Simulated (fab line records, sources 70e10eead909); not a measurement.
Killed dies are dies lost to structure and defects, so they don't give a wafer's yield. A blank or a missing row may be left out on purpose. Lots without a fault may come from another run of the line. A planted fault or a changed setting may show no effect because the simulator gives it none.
Chamber matching | flow nand_harc | NHARC_A_CONTACT_DEP_29 on pecvd-01: 3 sister chambers
The step deposits SiON, target thk 70 nm. 3 wafers are shown with their chamber, then 7 later ones without.

WAFERS WITH THEIR CHAMBER
wafer  | chamber | heater_power_outer_w (W)
L089.2 | 0       | 496
L091.1 | 2       | 494
L091.3 | 1       | 315

WAFERS WITHOUT THEIR CHAMBER
wafer  | heater_power_outer_w (W)
L091.4 | 483
L094.3 | 527
L094.4 | 408
L094.6 | 372
L093.1 | 426
L093.2 | 504
L093.3 | 300

WHICH CHAMBER EACH WENT THROUGH
wafer  | from the rows above          | in truth
L091.4 | can't be placed: 2 or 0      | 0
L094.3 | can't be placed: 0 or 2      | 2
L094.4 | can't be placed: 2 or 0 or 1 | 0
L094.6 | can't be placed: 1 or 2 or 0 | 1
L093.1 | can't be placed: 2 or 0 or 1 | 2
L093.2 | can't be placed: 0 or 2      | 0
L093.3 | 1                            | 1
Placed correctly: 1 of 7. Can't be placed from these rows: 6 (the true chamber is among the candidates in 6). Placed wrongly: 0.
How it was worked out, from the rows above alone: a wafer's distance from a chamber is the root of the sum, over the readings, of the square of ((its reading less the chamber's mean) divided by the reading's scatter). The wafer belongs to the nearest chamber; if the next one is less than 2 further off, it can't be placed. A chamber's mean is the mean of its shown wafers. The scatter: with one shown wafer a chamber, the root of the mean of the squares of how far each hidden wafer lies from its nearest shown one.
